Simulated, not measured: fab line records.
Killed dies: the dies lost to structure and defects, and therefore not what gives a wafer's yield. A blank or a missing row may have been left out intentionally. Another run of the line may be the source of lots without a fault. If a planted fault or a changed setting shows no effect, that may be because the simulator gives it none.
The tool behind it: which one? || flow n5 finfet || 10 lots, 29 wafers sampled, at 5 steps of a route of 1938

## WHAT THE GAUGES SHOWED, per wafer
No reading from a measuring or inspecting step in the record can be judged against a usual standard deviation.

## TOOL THAT RAN EACH LOT (tool first, then ch and the chambers of the sampled wafers, then the start)
{"lot": "L451", "N5_BEOL_M11_PECVD_70": "pecvd-03 ch 0,1, day 13 01:14", "N5_BEOL_M11_STRIP_67": "rie diel-03 ch 1,2,3, day 13 02:05", "N5_BEOL_M11_ETCH_41": "rie diel-06 ch 0,3, day 13 04:57 or earlier", "N5_BEOL_M11_SPUTTER_48": "pvd sputter-03, day 13 04:57", "N5_BEOL_M11_CMP_52": "cmp-02 ch 1,2,3, day 13 05:33"}
{"lot": "L456", "N5_BEOL_M11_PECVD_70": "pecvd-04 ch 1,2, day 14 07:15", "N5_BEOL_M11_STRIP_67": "rie diel-03 ch 1,2, day 14 11:49", "N5_BEOL_M11_ETCH_41": "rie diel-02 ch 1,3, day 14 15:31 or earlier", "N5_BEOL_M11_SPUTTER_48": "pvd sputter-03, day 14 15:31", "N5_BEOL_M11_CMP_52": "cmp-03 ch 0,1,2, day 14 16:25"}
{"lot": "L457", "N5_BEOL_M11_PECVD_70": "pecvd-03 ch 1,2, day 14 13:47", "N5_BEOL_M11_STRIP_67": "rie diel-06 ch 0,1,3, day 14 15:16", "N5_BEOL_M11_ETCH_41": "rie diel-06 ch 0,2,3, day 14 18:52 or earlier", "N5_BEOL_M11_SPUTTER_48": "pvd sputter-03, day 14 18:52", "N5_BEOL_M11_CMP_52": "cmp-04 ch 1,2,3, day 14 19:28"}
{"lot": "L455", "N5_BEOL_M11_PECVD_70": "pecvd-01 ch 0,1,2, day 14 20:35", "N5_BEOL_M11_STRIP_67": "rie diel-03 ch 0,2,3, day 14 23:37", "N5_BEOL_M11_ETCH_41": "rie diel-02 ch 0,1,3, day 15 03:02 or earlier", "N5_BEOL_M11_SPUTTER_48": "pvd sputter-02, day 15 03:02", "N5_BEOL_M11_CMP_52": "cmp-03 ch 1,2,3, day 15 06:02"}
{"lot": "L454", "N5_BEOL_M11_PECVD_70": "pecvd-01 ch 1,2, day 15 05:49", "N5_BEOL_M11_STRIP_67": "rie diel-02 ch 1,2, day 15 07:01", "N5_BEOL_M11_ETCH_41": "rie diel-03 ch 0,2,3, day 15 11:32 or earlier", "N5_BEOL_M11_SPUTTER_48": "pvd sputter-02, day 15 11:32", "N5_BEOL_M11_CMP_52": "cmp-02 ch 0,2, day 15 12:13"}
{"lot": "L464", "N5_BEOL_M11_PECVD_70": "pecvd-03 ch 0,2, day 16 12:23", "N5_BEOL_M11_STRIP_67": "rie diel-02 ch 0,1, day 16 16:44", "N5_BEOL_M11_ETCH_41": "rie diel-06 ch 0,3, day 16 21:20 or earlier", "N5_BEOL_M11_SPUTTER_48": "pvd sputter-02, day 16 21:20", "N5_BEOL_M11_CMP_52": "cmp-03 ch 0,1, day 16 22:16"}
{"lot": "L467", "N5_BEOL_M11_PECVD_70": "pecvd-04 ch 1,2, day 16 22:55", "N5_BEOL_M11_STRIP_67": "rie diel-06 ch 0,1,3, day 17 02:46", "N5_BEOL_M11_ETCH_41": "rie diel-03 ch 0,1,2, day 17 08:10 or earlier", "N5_BEOL_M11_SPUTTER_48": "pvd sputter-03, day 17 08:10", "N5_BEOL_M11_CMP_52": "cmp-04 ch 0,2,3, day 17 08:42"}
{"lot": "L469", "N5_BEOL_M11_PECVD_70": "pecvd-01 ch 0,1,2, day 18 01:32", "N5_BEOL_M11_STRIP_67": "rie diel-03 ch 0,2,3, day 18 03:11", "N5_BEOL_M11_ETCH_41": "rie diel-02 ch 0,1,3, day 18 08:53 or earlier", "N5_BEOL_M11_SPUTTER_48": "pvd sputter-03, day 18 08:53", "N5_BEOL_M11_CMP_52": "cmp-04 ch 0,1,3, day 18 09:29"}
{"lot": "L470", "N5_BEOL_M11_PECVD_70": "pecvd-04 ch 0,2, day 18 04:28", "N5_BEOL_M11_STRIP_67": "rie diel-06 ch 2,3, day 18 06:29", "N5_BEOL_M11_ETCH_41": "rie diel-02 ch 0,1,3, day 18 13:26 or earlier", "N5_BEOL_M11_SPUTTER_48": "pvd sputter-01, day 18 13:26", "N5_BEOL_M11_CMP_52": "cmp-03 ch 0,2,3, day 18 14:24"}
{"lot": "L471", "N5_BEOL_M11_PECVD_70": "pecvd-01 ch 0,1,2, day 20 06:03", "N5_BEOL_M11_STRIP_67": "rie diel-03 ch 0,2,3, day 20 07:47", "N5_BEOL_M11_ETCH_41": "rie diel-03 ch 0,1,2, day 20 13:25 or earlier", "N5_BEOL_M11_SPUTTER_48": "pvd sputter-03, day 20 13:25", "N5_BEOL_M11_CMP_52": "cmp-03 ch 0,1, day 20 14:04"}
- N5_BEOL_M11_PECVD_70: deposits SiO2 from TEOS/O2, target thk 20 nm, time 22.7 s.
- N5_BEOL_M11_STRIP_67: strips in CF4.
- N5_BEOL_M11_ETCH_41: etches SiCN in CH3F/O2, target depth 42.6 nm, time 86 s.
- N5_BEOL_M11_SPUTTER_48: material Cu, target thk 12 nm, time 2 s.
- N5_BEOL_M11_CMP_52: polishes, stops on SiCOH lowk, t overpolish 7 s, target thk 140 nm.

## AS READ BY THE TOOLS THEMSELVES (means over the sampled wafers that have a number; for cases with no such wafer, the mark the record gives instead)
N5_BEOL_M11_PECVD_70. Usual: heater power w 761 W, standard deviation 68; showerhead plenum p Torr 8.76 Torr, standard deviation 0.068; throttle valve pct 22.4 %, standard deviation 1.4.
{"lot": "L451", "tool": "pecvd-03", "heater power w (W)": 732, "showerhead plenum p Torr (Torr)": 8.79, "throttle valve pct (%)": 22.7, "flag": ""}
{"lot": "L456", "tool": "pecvd-04", "heater power w (W)": 699, "showerhead plenum p Torr (Torr)": 8.79, "throttle valve pct (%)": 22.4, "flag": ""}
{"lot": "L457", "tool": "pecvd-03", "heater power w (W)": 698, "showerhead plenum p Torr (Torr)": 8.74, "throttle valve pct (%)": 21.2, "flag": ""}
{"lot": "L455", "tool": "pecvd-01", "heater power w (W)": 802, "showerhead plenum p Torr (Torr)": 8.73, "throttle valve pct (%)": 22.6, "flag": ""}
{"lot": "L454", "tool": "pecvd-01", "heater power w (W)": 769, "showerhead plenum p Torr (Torr)": 8.74, "throttle valve pct (%)": 21.9, "flag": ""}
{"lot": "L464", "tool": "pecvd-03", "heater power w (W)": 804, "showerhead plenum p Torr (Torr)": 8.73, "throttle valve pct (%)": 21.4, "flag": ""}
{"lot": "L467", "tool": "pecvd-04", "heater power w (W)": 712, "showerhead plenum p Torr (Torr)": 8.80, "throttle valve pct (%)": 22.4, "flag": ""}
{"lot": "L469", "tool": "pecvd-01", "heater power w (W)": 825, "showerhead plenum p Torr (Torr)": 8.75, "throttle valve pct (%)": 22.5, "flag": ""}
{"lot": "L470", "tool": "pecvd-04", "heater power w (W)": 776, "showerhead plenum p Torr (Torr)": 8.77, "throttle valve pct (%)": 21.6, "flag": ""}
{"lot": "L471", "tool": "pecvd-01", "heater power w (W)": 804, "showerhead plenum p Torr (Torr)": 8.75, "throttle valve pct (%)": 22.7, "flag": ""}

N5_BEOL_M11_STRIP_67. Usual: cf4 flow sccm 150.0 sccm, standard deviation 0.46; drypump motor current A 5.8 A, standard deviation 0.37; oes product au 0.80 a.u., standard deviation 0.075; rf vpp V 271.3 V, standard deviation 1.7; showerhead plenum p Torr 1.80 Torr, standard deviation 0.07; throttle valve pct 13.50 %, standard deviation 0.14.
{"lot": "L451", "tool": "rie diel-03", "cf4 flow sccm (sccm)": 149.9, "drypump motor current A (A)": 5.7, "oes product au (a.u.)": 0.79, "rf vpp V (V)": 273.0, "showerhead plenum p Torr (Torr)": 1.86, "throttle valve pct (%)": 13.64, "flag": ""}
{"lot": "L456", "tool": "rie diel-03", "cf4 flow sccm (sccm)": 149.9, "drypump motor current A (A)": 6.1, "oes product au (a.u.)": 0.86, "rf vpp V (V)": 272.9, "showerhead plenum p Torr (Torr)": 1.85, "throttle valve pct (%)": 13.45, "flag": ""}
{"lot": "L457", "tool": "rie diel-06", "cf4 flow sccm (sccm)": 149.7, "drypump motor current A (A)": 5.7, "oes product au (a.u.)": 0.85, "rf vpp V (V)": 272.0, "showerhead plenum p Torr (Torr)": 1.78, "throttle valve pct (%)": 13.37, "flag": ""}
{"lot": "L455", "tool": "rie diel-03", "cf4 flow sccm (sccm)": 150.2, "drypump motor current A (A)": 5.9, "oes product au (a.u.)": 0.80, "rf vpp V (V)": 272.0, "showerhead plenum p Torr (Torr)": 1.85, "throttle valve pct (%)": 13.43, "flag": ""}
{"lot": "L454", "tool": "rie diel-02", "cf4 flow sccm (sccm)": 150.5, "drypump motor current A (A)": 5.6, "oes product au (a.u.)": 0.74, "rf vpp V (V)": 267.9, "showerhead plenum p Torr (Torr)": 1.67, "throttle valve pct (%)": 13.61, "flag": ""}
{"lot": "L464", "tool": "rie diel-02", "cf4 flow sccm (sccm)": 149.9, "drypump motor current A (A)": 5.6, "oes product au (a.u.)": 0.80, "rf vpp V (V)": 270.6, "showerhead plenum p Torr (Torr)": 1.74, "throttle valve pct (%)": 13.51, "flag": ""}
{"lot": "L467", "tool": "rie diel-06", "cf4 flow sccm (sccm)": 149.9, "drypump motor current A (A)": 5.7, "oes product au (a.u.)": 0.83, "rf vpp V (V)": 271.1, "showerhead plenum p Torr (Torr)": 1.78, "throttle valve pct (%)": 13.39, "flag": ""}
{"lot": "L469", "tool": "rie diel-03", "cf4 flow sccm (sccm)": 149.9, "drypump motor current A (A)": 5.9, "oes product au (a.u.)": 0.78, "rf vpp V (V)": 271.2, "showerhead plenum p Torr (Torr)": 1.84, "throttle valve pct (%)": 13.48, "flag": ""}
{"lot": "L470", "tool": "rie diel-06", "cf4 flow sccm (sccm)": 150.4, "drypump motor current A (A)": 5.3, "oes product au (a.u.)": 0.81, "rf vpp V (V)": 270.3, "showerhead plenum p Torr (Torr)": 1.76, "throttle valve pct (%)": 13.51, "flag": ""}
{"lot": "L471", "tool": "rie diel-03", "cf4 flow sccm (sccm)": 149.8, "drypump motor current A (A)": 5.8, "oes product au (a.u.)": 0.76, "rf vpp V (V)": 271.6, "showerhead plenum p Torr (Torr)": 1.84, "throttle valve pct (%)": 13.53, "flag": ""}

N5_BEOL_M11_ETCH_41. Usual: drypump motor current A 5.7 A, standard deviation 0.38; oes product au 0.82 a.u., standard deviation 0.084; rf vpp V 297.7 V, standard deviation 1.6; showerhead plenum p Torr 2.01 Torr, standard deviation 0.066; throttle valve pct 16.21 %, standard deviation 0.17.
{"lot": "L451", "tool": "rie diel-06", "drypump motor current A (A)": 5.9, "oes product au (a.u.)": 0.79, "rf vpp V (V)": 296.3, "showerhead plenum p Torr (Torr)": 1.98, "throttle valve pct (%)": 16.18, "flag": ""}
{"lot": "L456", "tool": "rie diel-02", "drypump motor current A (A)": 5.5, "oes product au (a.u.)": 0.73, "rf vpp V (V)": 296.9, "showerhead plenum p Torr (Torr)": 1.97, "throttle valve pct (%)": 16.26, "flag": ""}
{"lot": "L457", "tool": "rie diel-06", "drypump motor current A (A)": 5.6, "oes product au (a.u.)": 0.81, "rf vpp V (V)": 296.9, "showerhead plenum p Torr (Torr)": 2.00, "throttle valve pct (%)": 16.16, "flag": ""}
{"lot": "L455", "tool": "rie diel-02", "drypump motor current A (A)": 5.7, "oes product au (a.u.)": 0.80, "rf vpp V (V)": 297.7, "showerhead plenum p Torr (Torr)": 1.99, "throttle valve pct (%)": 16.30, "flag": ""}
{"lot": "L454", "tool": "rie diel-03", "drypump motor current A (A)": 5.9, "oes product au (a.u.)": 0.82, "rf vpp V (V)": 299.3, "showerhead plenum p Torr (Torr)": 2.06, "throttle valve pct (%)": 16.13, "flag": ""}
{"lot": "L464", "tool": "rie diel-06", "drypump motor current A (A)": 5.8, "oes product au (a.u.)": 0.78, "rf vpp V (V)": 297.3, "showerhead plenum p Torr (Torr)": 1.96, "throttle valve pct (%)": 16.25, "flag": ""}
{"lot": "L467", "tool": "rie diel-03", "drypump motor current A (A)": 6.1, "oes product au (a.u.)": 0.84, "rf vpp V (V)": 298.6, "showerhead plenum p Torr (Torr)": 2.03, "throttle valve pct (%)": 16.17, "flag": ""}
{"lot": "L469", "tool": "rie diel-02", "drypump motor current A (A)": 5.7, "oes product au (a.u.)": 0.77, "rf vpp V (V)": 297.4, "showerhead plenum p Torr (Torr)": 1.98, "throttle valve pct (%)": 16.35, "flag": ""}
{"lot": "L470", "tool": "rie diel-02", "drypump motor current A (A)": 5.7, "oes product au (a.u.)": 0.76, "rf vpp V (V)": 295.6, "showerhead plenum p Torr (Torr)": 1.98, "throttle valve pct (%)": 16.35, "flag": ""}
{"lot": "L471", "tool": "rie diel-03", "drypump motor current A (A)": 6.1, "oes product au (a.u.)": 0.80, "rf vpp V (V)": 298.4, "showerhead plenum p Torr (Torr)": 2.02, "throttle valve pct (%)": 16.24, "flag": ""}

N5_BEOL_M11_SPUTTER_48. Usual: bias v 60.0 V, standard deviation 0.57; throttle valve pct 30.4 %, standard deviation 0.73.
{"lot": "L451", "tool": "pvd sputter-03", "bias v (V)": 60.1, "throttle valve pct (%)": 30.7, "flag": ""}
{"lot": "L456", "tool": "pvd sputter-03", "bias v (V)": 59.6, "throttle valve pct (%)": 30.8, "flag": ""}
{"lot": "L457", "tool": "pvd sputter-03", "bias v (V)": 60.6, "throttle valve pct (%)": 29.9, "flag": ""}
{"lot": "L455", "tool": "pvd sputter-02", "bias v (V)": 59.9, "throttle valve pct (%)": 30.1, "flag": ""}
{"lot": "L454", "tool": "pvd sputter-02", "bias v (V)": 60.0, "throttle valve pct (%)": 30.4, "flag": ""}
{"lot": "L464", "tool": "pvd sputter-02", "bias v (V)": 60.1, "throttle valve pct (%)": 30.4, "flag": ""}
{"lot": "L467", "tool": "pvd sputter-03", "bias v (V)": 60.3, "throttle valve pct (%)": 30.0, "flag": ""}
{"lot": "L469", "tool": "pvd sputter-03", "bias v (V)": 60.2, "throttle valve pct (%)": 30.3, "flag": ""}
{"lot": "L470", "tool": "pvd sputter-01", "bias v (V)": 59.8, "throttle valve pct (%)": 30.5, "flag": ""}
{"lot": "L471", "tool": "pvd sputter-03", "bias v (V)": 60.3, "throttle valve pct (%)": 30.6, "flag": ""}

N5_BEOL_M11_CMP_52. Usual: barrier field endpoint s 29.4 s, standard deviation 1.1; motor current A 6.1 A, standard deviation 0.45; overpolish run s 6.999 s, standard deviation 0.0088; platen rpm 50.00 rpm, standard deviation 0.03.
{"lot": "L451", "tool": "cmp-02", "barrier field endpoint s (s)": 28.7, "motor current A (A)": 6.5, "overpolish run s (s)": 6.996, "platen rpm (rpm)": 49.98, "flag": ""}
{"lot": "L456", "tool": "cmp-03", "barrier field endpoint s (s)": 29.5, "motor current A (A)": 5.3, "overpolish run s (s)": 6.997, "platen rpm (rpm)": 49.99, "flag": ""}
{"lot": "L457", "tool": "cmp-04", "barrier field endpoint s (s)": 28.3, "motor current A (A)": 6.1, "overpolish run s (s)": 6.995, "platen rpm (rpm)": 50.01, "flag": ""}
{"lot": "L455", "tool": "cmp-03", "barrier field endpoint s (s)": 29.9, "motor current A (A)": 5.6, "overpolish run s (s)": 7.006, "platen rpm (rpm)": 49.99, "flag": ""}
{"lot": "L454", "tool": "cmp-02", "barrier field endpoint s (s)": 28.7, "motor current A (A)": 6.3, "overpolish run s (s)": 6.999, "platen rpm (rpm)": 50.02, "flag": ""}
{"lot": "L464", "tool": "cmp-03", "barrier field endpoint s (s)": 38.8, "motor current A (A)": 5.8, "overpolish run s (s)": 3.527, "platen rpm (rpm)": 49.97, "flag": "OFF"}
{"lot": "L467", "tool": "cmp-04", "barrier field endpoint s (s)": 29.8, "motor current A (A)": 6.1, "overpolish run s (s)": 7.012, "platen rpm (rpm)": 50.03, "flag": ""}
{"lot": "L469", "tool": "cmp-04", "barrier field endpoint s (s)": 29.3, "motor current A (A)": 6.2, "overpolish run s (s)": 7.000, "platen rpm (rpm)": 49.98, "flag": ""}
{"lot": "L470", "tool": "cmp-03", "barrier field endpoint s (s)": 30.9, "motor current A (A)": 5.9, "overpolish run s (s)": 6.999, "platen rpm (rpm)": 49.96, "flag": ""}
{"lot": "L471", "tool": "cmp-03", "barrier field endpoint s (s)": 29.3, "motor current A (A)": 5.6, "overpolish run s (s)": 7.003, "platen rpm (rpm)": 49.99, "flag": ""}

## THE ANSWER, worked out from the rows above alone
Rule: a lot counts as off when the mean over its wafers that have a number is more than 3 standard deviations away from the usual mean. A lot without any number at a reading at which 4 lots or more have one is off too. All remaining lots with rows at the step are treated as sound. The gauges are gone through in route order, then the tools' own readings, and for those a lot's mean is taken as printed above. At the first step where some lot is off, the reading lying furthest off is the one used; lots without a number count as furthest.
Off: L464 (N5_BEOL_M11_CMP_52, overpolish run s).
A tool fits if, at that step or a process step before it, it ran every lot that is off, and no sound lot after the first of them. Because N5_BEOL_M11_ETCH_41 lacks a start for some lots, the hours and order of its lots are taken from N5_BEOL_M11_SPUTTER_48. Can't be told from this: 4 tools fit, pecvd-03 at N5_BEOL_M11_PECVD_70, rie diel-02 at N5_BEOL_M11_STRIP_67, rie diel-06 at N5_BEOL_M11_ETCH_41, pvd sputter-02 at N5_BEOL_M11_SPUTTER_48.

## WHAT THE SIMULATOR HAD INSERTED
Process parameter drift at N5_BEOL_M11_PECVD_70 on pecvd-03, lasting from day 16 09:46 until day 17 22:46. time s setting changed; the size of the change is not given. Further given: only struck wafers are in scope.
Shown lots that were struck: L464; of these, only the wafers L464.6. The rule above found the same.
